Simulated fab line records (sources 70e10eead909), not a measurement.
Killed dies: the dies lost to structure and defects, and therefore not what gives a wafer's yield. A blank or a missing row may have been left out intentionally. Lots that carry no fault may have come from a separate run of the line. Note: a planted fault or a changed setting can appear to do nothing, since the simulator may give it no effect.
Chamber matching + flow nand harc + rie diel-07 running NHARC_A_SGD_CUT_DESCUM_14: 4 sister chambers
The step chemistry O2, time 3 s. 4 wafers are shown with their chamber, then 7 later ones without.

== WAFERS, EACH WITH ITS CHAMBER ==
| wafer  | chamber | rf vpp V (V) |
|--------|---------|--------------|
| L979.2 | 1       | 56.6         |
| L979.5 | 3       | 58.4         |
| L984.1 | 0       | 57.3         |
| L984.2 | 2       | 56.0         |

== WAFERS MISSING THEIR CHAMBER ==
| wafer  | rf vpp V (V) |
|--------|--------------|
| L984.3 | 57.5         |
| L993.1 | 57.7         |
| L993.3 | 58.0         |
| L993.6 | 59.3         |
| L996.1 | 56.7         |
| L996.2 | 57.2         |
| L996.6 | 57.5         |

== CHAMBER TAKEN BY EACH ==
| wafer  | from the rows above          | in truth                   |
|--------|------------------------------|----------------------------|
| L984.3 | can't be placed: 0 or 1 or 3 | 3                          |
| L993.1 | can't be placed: 0 or 3 or 1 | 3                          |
| L993.3 | can't be placed: 3 or 0      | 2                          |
| L993.6 | 3                            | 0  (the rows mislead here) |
| L996.1 | can't be placed: 1 or 0 or 2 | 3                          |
| L996.2 | can't be placed: 0 or 1      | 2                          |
| L996.6 | can't be placed: 0 or 1 or 3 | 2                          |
Placed correctly: 0 of 7. From these rows, 6 cannot be placed; in 2 the true chamber is one of the candidates. Placed wrongly: 1.
How it was worked out, from the rows above alone: a wafer's distance from a chamber is the root of the sum, over the readings, of the square of ((its reading less the chamber's mean) divided by the reading's scatter). The wafer belongs to the nearest chamber; if the next one is less than 2 further off, it can't be placed. The mean given for a chamber averages the wafers shown for that chamber. The scatter: with one shown wafer a chamber, the root of the mean of the squares of how far each hidden wafer lies from its nearest shown one.
